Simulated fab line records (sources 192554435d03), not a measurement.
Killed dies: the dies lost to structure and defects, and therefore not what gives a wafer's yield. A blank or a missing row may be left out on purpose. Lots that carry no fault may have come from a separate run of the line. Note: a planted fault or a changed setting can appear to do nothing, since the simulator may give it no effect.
Matching of chambers | flow n5_finfet | 4 sister chambers for N5_MOL_CONTACT_COAG_ALD_123 on ald_sin-02
The step deposits SiNx, target thk 5 nm, pulse time 1 s, purge time 2 s. 14 wafers are shown with their chamber, then 7 later ones without.

== WAFERS, EACH WITH ITS CHAMBER ==
wafer  | chamber | heater_power_w (W) | precursor_pulse_height_rel
L075.1 | 1       | 709                | 1.024
L075.3 | 3       | 719                | 1.028
L075.5 | 0       | 929                | 0.981
L076.2 | 0       | 944                | 1.019
L076.3 | 2       | 711                | 1.033
L076.5 | 1       | 686                | 1.053
L079.2 | 2       | 720                | 1.009
L079.3 | 3       | 720                | 1.011
L079.6 | 3       | 742                | 0.970
L083.3 | 2       | 710                | 0.981
L083.4 | 1       | 698                | 1.019
L083.5 | 1       | 700                | 1.007
L084.1 | 3       | 737                | 1.029
L084.2 | 2       | 722                | 1.005

SIGNATURES (means of the wafers above)
reading                    | chamber 0 | chamber 1 | chamber 2 | chamber 3 | scatter within a chamber
heater_power_w             | 936.50    | 698.25    | 715.75    | 729.50    | 9.52
precursor_pulse_height_rel | 1.00000   | 1.02575   | 1.00700   | 1.00950   | 0.0235
Rule: distance of a wafer from a chamber = root of the sum over the readings of ((wafer's reading minus chamber's mean) / reading's scatter) squared. If the next closest chamber is less than 2 further off than the closest, the wafer can't be placed; otherwise it belongs to the closest. How the scatter is found: for the shown wafers, subtract from each reading the mean of its chamber, square and add these, divide the total by (wafers less chambers), then take the root.

== WAFERS WITH NO CHAMBER GIVEN ==
wafer  | heater_power_w (W) | precursor_pulse_height_rel
L084.4 | 951                | 0.998
L088.2 | 701                | 0.974
L088.5 | 745                | 0.975
L088.6 | 698                | 1.018
L094.1 | 711                | 0.998
L094.5 | 738                | 0.987
L094.6 | 957                | 0.968

== CHAMBER TAKEN BY EACH ==
wafer  | from the rows above          | in truth
L084.4 | 0                            | 0
L088.2 | can't be placed: 2 or 1 or 3 | 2
L088.5 | can't be placed: 3 or 2      | 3
L088.6 | can't be placed: 1 or 2      | 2
L094.1 | can't be placed: 2 or 1 or 3 | 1
L094.5 | can't be placed: 3 or 2      | 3
L094.6 | 0                            | 0
Correct placement for 2 of the 7. Cannot be placed on the basis of these rows: 5; the candidates contain the true chamber in 5. Number placed wrongly: 0.
